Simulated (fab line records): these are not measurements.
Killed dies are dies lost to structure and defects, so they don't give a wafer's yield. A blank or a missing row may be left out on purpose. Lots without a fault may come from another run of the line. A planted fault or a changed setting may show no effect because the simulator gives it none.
Which of the tools did it? / flow nandHarc / 13 lots with 39 wafers sampled at 5 steps, on a route of 1302 steps

WHAT THE GAUGES READ, wafer by wafer
NHARC_A_BLC_OVL_MEAS_11. Usual: overlayXNm 0.0 nm, standard deviation 1; overlayYNm 0.0 nm, standard deviation 0.66.
lot=L750; measured=day 22 01:43; on=overlay-01; overlayXNm (nm)=-0.5 -0.7 -0.5; overlayYNm (nm)=0.2 -0.1 -0.1; flag=
lot=L751; measured=day 22 21:35; on=overlay-02; overlayXNm (nm)=-0.6 -1.1 -1.1; overlayYNm (nm)=0.0 0.8 -0.3; flag=
lot=L752; measured=day 22 23:52; on=overlay-01; overlayXNm (nm)=-1.4 -1.7 -1.9; overlayYNm (nm)=1.0 1.5 1.6; flag=
lot=L755; measured=day 24 05:28; on=overlay-01; overlayXNm (nm)=0.4 0.5 0.0; overlayYNm (nm)=0.8 0.3 0.3; flag=
lot=L754; measured=day 24 07:31; on=overlay-01; overlayXNm (nm)=-0.6 0.3 -0.1; overlayYNm (nm)=-1.9 -0.2 -1.4; flag=
lot=L756; measured=day 25 01:33; on=overlay-01; overlayXNm (nm)=-2.5 -3.2 -2.7; overlayYNm (nm)=0.7 0.4 0.9; flag=
lot=L757; measured=day 25 22:44; on=overlay-01; overlayXNm (nm)=1.6 1.7; overlayYNm (nm)=-0.9 -1.2; flag=
lot=L759; measured=day 26 10:58; on=overlay-01; overlayXNm (nm)=0.8; overlayYNm (nm)=-0.3; flag=
lot=L764; measured=day 27 21:48; on=overlay-01; overlayXNm (nm)=-0.6 -0.3 -0.1; overlayYNm (nm)=0.2 0.0 -0.4; flag=
lot=L769; measured=day 29 23:31; on=overlay-01; overlayXNm (nm)=1.0 1.4 0.9; overlayYNm (nm)=-0.1 0.6 -0.4; flag=
lot=L770; measured=day 30 05:59; on=overlay-01; overlayXNm (nm)=0.0 -0.6 0.1; overlayYNm (nm)=-0.4 -0.3 -0.4; flag=
lot=L772; measured=day 31 03:07; on=overlay-01; overlayXNm (nm)=0.2 -0.3 0.8; overlayYNm (nm)=0.7 0.6 0.1; flag=
lot=L773; measured=day 31 19:23; on=overlay-01; overlayXNm (nm)=-0.9 -0.7 -1.3; overlayYNm (nm)=0.6 0.7 1.1; flag=

NHARC_END_SORT_01. Usual: killedAtArray 52, standard deviation 18; killedAtOther 1.0, standard deviation 1.4; killedAtPeriphery 3.1, standard deviation 2.3; killedDies 56, standard deviation 17; killedOpen 3.0, standard deviation 1.7; killedShort 2.5, standard deviation 1.7.
lot=L757; measured=day 27 20:37; on=prober-02; killedAtArray=670 24 33; killedAtOther=3 0 0; killedAtPeriphery=4 7 4; killedDies=677 31 37; killedOpen=3 2 4; killedShort=1 0 2; flag=OFF
lot=L759; measured=day 28 11:28; on=prober-02; killedAtArray=676 60 674; killedAtOther=0 0 0; killedAtPeriphery=1 2 3; killedDies=677 62 677; killedOpen=2 1 1; killedShort=2 3 1; flag=OFF

TOOL THAT RAN EACH LOT (tool first, then ch and the chambers of the sampled wafers, then the start)
lot=L750; NHARC_A_CONTACT_ETCH_134=harCapEtch-02 ch 0,1, day 21 20:40; NHARC_A_CONTACT_ETCH_136=harCapEtch-02 ch 0,1, day 21 21:10; NHARC_A_CONTACT_ALD_18=aldMetal-04 ch 1,2,3, day 21 23:49
lot=L751; NHARC_A_CONTACT_ETCH_134=harCapEtch-02 ch 0,1, day 22 16:29; NHARC_A_CONTACT_ETCH_136=harCapEtch-02 ch 0,1, day 22 16:58; NHARC_A_CONTACT_ALD_18=aldMetal-02 ch 0,2, day 22 19:31
lot=L752; NHARC_A_CONTACT_ETCH_134=harCapEtch-03 ch 0, day 22 18:17; NHARC_A_CONTACT_ETCH_136=harCapEtch-03 ch 0, day 22 18:54; NHARC_A_CONTACT_ALD_18=aldMetal-02 ch 2,3, day 22 21:47
lot=L755; NHARC_A_CONTACT_ETCH_134=harCapEtch-02 ch 0,1, day 24 00:22; NHARC_A_CONTACT_ETCH_136=harCapEtch-02 ch 0,1, day 24 00:50; NHARC_A_CONTACT_ALD_18=aldMetal-04 ch 1,2, day 24 03:22
lot=L754; NHARC_A_CONTACT_ETCH_134=harCapEtch-01 ch 0,1, day 24 02:07; NHARC_A_CONTACT_ETCH_136=harCapEtch-01 ch 0,1, day 24 02:35; NHARC_A_CONTACT_ALD_18=aldMetal-02 ch 0,2, day 24 05:06
lot=L756; NHARC_A_CONTACT_ETCH_134=harCapEtch-01 ch 0,1, day 24 19:47; NHARC_A_CONTACT_ETCH_136=harCapEtch-01 ch 0,1, day 24 20:16; NHARC_A_CONTACT_ALD_18=aldMetal-04 ch 0,3, day 24 23:37
lot=L757; NHARC_A_CONTACT_ETCH_134=harCapEtch-03 ch 0,1, day 25 17:39; NHARC_A_CONTACT_ETCH_136=harCapEtch-03 ch 0,1, day 25 18:07; NHARC_A_CONTACT_ALD_18=aldMetal-04 ch 0,2,3, day 25 20:40
lot=L759; NHARC_A_CONTACT_ETCH_134=harCapEtch-02 ch 0,1, day 26 05:57; NHARC_A_CONTACT_ETCH_136=harCapEtch-02 ch 0,1, day 26 06:28; NHARC_A_CONTACT_ALD_18=aldMetal-04 ch 0,3, day 26 08:53
lot=L764; NHARC_A_CONTACT_ETCH_134=harCapEtch-03 ch 0,1, day 27 16:49; NHARC_A_CONTACT_ETCH_136=harCapEtch-03 ch 0,1, day 27 17:17; NHARC_A_CONTACT_ALD_18=aldMetal-03 ch 0,1,2, day 27 19:50
lot=L769; NHARC_A_CONTACT_ETCH_134=harCapEtch-02 ch 0,1, day 29 18:31; NHARC_A_CONTACT_ETCH_136=harCapEtch-02 ch 0,1, day 29 19:00; NHARC_A_CONTACT_ALD_18=aldMetal-04 ch 1,2, day 29 21:32
lot=L770; NHARC_A_CONTACT_ETCH_134=harCapEtch-01 ch 0,1, day 30 00:58; NHARC_A_CONTACT_ETCH_136=harCapEtch-01 ch 0,1, day 30 01:26; NHARC_A_CONTACT_ALD_18=aldMetal-04 ch 1,2,3, day 30 04:03
lot=L772; NHARC_A_CONTACT_ETCH_134=harCapEtch-03 ch 0,1, day 30 21:59; NHARC_A_CONTACT_ETCH_136=harCapEtch-03 ch 0,1, day 30 22:28; NHARC_A_CONTACT_ALD_18=aldMetal-04 ch 0,1,3, day 31 01:02
lot=L773; NHARC_A_CONTACT_ETCH_134=harCapEtch-03 ch 0,1, day 31 14:20; NHARC_A_CONTACT_ETCH_136=harCapEtch-03 ch 0,1, day 31 14:48; NHARC_A_CONTACT_ALD_18=aldMetal-04 ch 1,3, day 31 17:26
- NHARC_A_CONTACT_ETCH_134: etches the open film in C4F8/O2/Ar, time 140 s, target depth 700 nm.
- NHARC_A_CONTACT_ETCH_136: etches the open film in C4F8/O2/Ar, time 311 s, target depth 1912 nm.
- NHARC_A_CONTACT_ALD_18: deposits TiN, target thk 3 nm, pulse time 1 s, ald cycles 150.

WHAT THE TOOLS THEMSELVES READ (means of the sampled wafers that have a number; where no wafer has one, the mark that the record gives instead)
NHARC_A_CONTACT_ALD_18. Usual: heaterPowerW 1069 W, standard deviation 84; precursorPulseHeightRel 1.001, standard deviation 0.018.
lot=L750; tool=aldMetal-04; heaterPowerW (W)=1044; precursorPulseHeightRel=0.985; flag=
lot=L751; tool=aldMetal-02; heaterPowerW (W)=1061; precursorPulseHeightRel=0.990; flag=
lot=L752; tool=aldMetal-02; heaterPowerW (W)=988; precursorPulseHeightRel=0.995; flag=
lot=L755; tool=aldMetal-04; heaterPowerW (W)=1007; precursorPulseHeightRel=1.003; flag=
lot=L754; tool=aldMetal-02; heaterPowerW (W)=1067; precursorPulseHeightRel=1.011; flag=
lot=L756; tool=aldMetal-04; heaterPowerW (W)=1048; precursorPulseHeightRel=1.022; flag=
lot=L757; tool=aldMetal-04; heaterPowerW (W)=1035; precursorPulseHeightRel=1.002; flag=
lot=L759; tool=aldMetal-04; heaterPowerW (W)=1053; precursorPulseHeightRel=0.994; flag=
lot=L764; tool=aldMetal-03; heaterPowerW (W)=1069; precursorPulseHeightRel=1.005; flag=
lot=L769; tool=aldMetal-04; heaterPowerW (W)=1018; precursorPulseHeightRel=0.997; flag=
lot=L770; tool=aldMetal-04; heaterPowerW (W)=1034; precursorPulseHeightRel=1.010; flag=
lot=L772; tool=aldMetal-04; heaterPowerW (W)=1029; precursorPulseHeightRel=0.986; flag=
lot=L773; tool=aldMetal-04; heaterPowerW (W)=1041; precursorPulseHeightRel=1.010; flag=

THE ANSWER, worked out from the rows above alone
Rule: a lot is off if the mean of its wafers that have a number lies more than 3 standard deviations from the usual mean. A lot without any number at a reading at which 4 lots or more have one is off too. Where the step has rows for the other lots, those lots are counted as sound. First the gauges in route order, then the tools' own readings, where a lot's mean is used as printed above. The first step at which some lot is off is used, and at that step the reading that is off furthest; a lot without a number counts as furthest.
Off, at NHARC_END_SORT_01 on killedDies: L757, L759. Neither off nor sound, because the step has no rows for them: L750, L751, L752, L755, L754, L756, L764, L769, L770, L772, L773.
If a tool, at a process step before that reading, ran all the lots that are off and no sound lot after the first of them, it fits. Those tools and the gauges at NHARC_END_SORT_01 are tried in the same way. Undecided on this evidence; 2 tools fit (aldMetal-04 at NHARC_A_CONTACT_ALD_18, prober-02 at NHARC_END_SORT_01).

WHAT HAD BEEN PUT IN BY THE SIMULATOR
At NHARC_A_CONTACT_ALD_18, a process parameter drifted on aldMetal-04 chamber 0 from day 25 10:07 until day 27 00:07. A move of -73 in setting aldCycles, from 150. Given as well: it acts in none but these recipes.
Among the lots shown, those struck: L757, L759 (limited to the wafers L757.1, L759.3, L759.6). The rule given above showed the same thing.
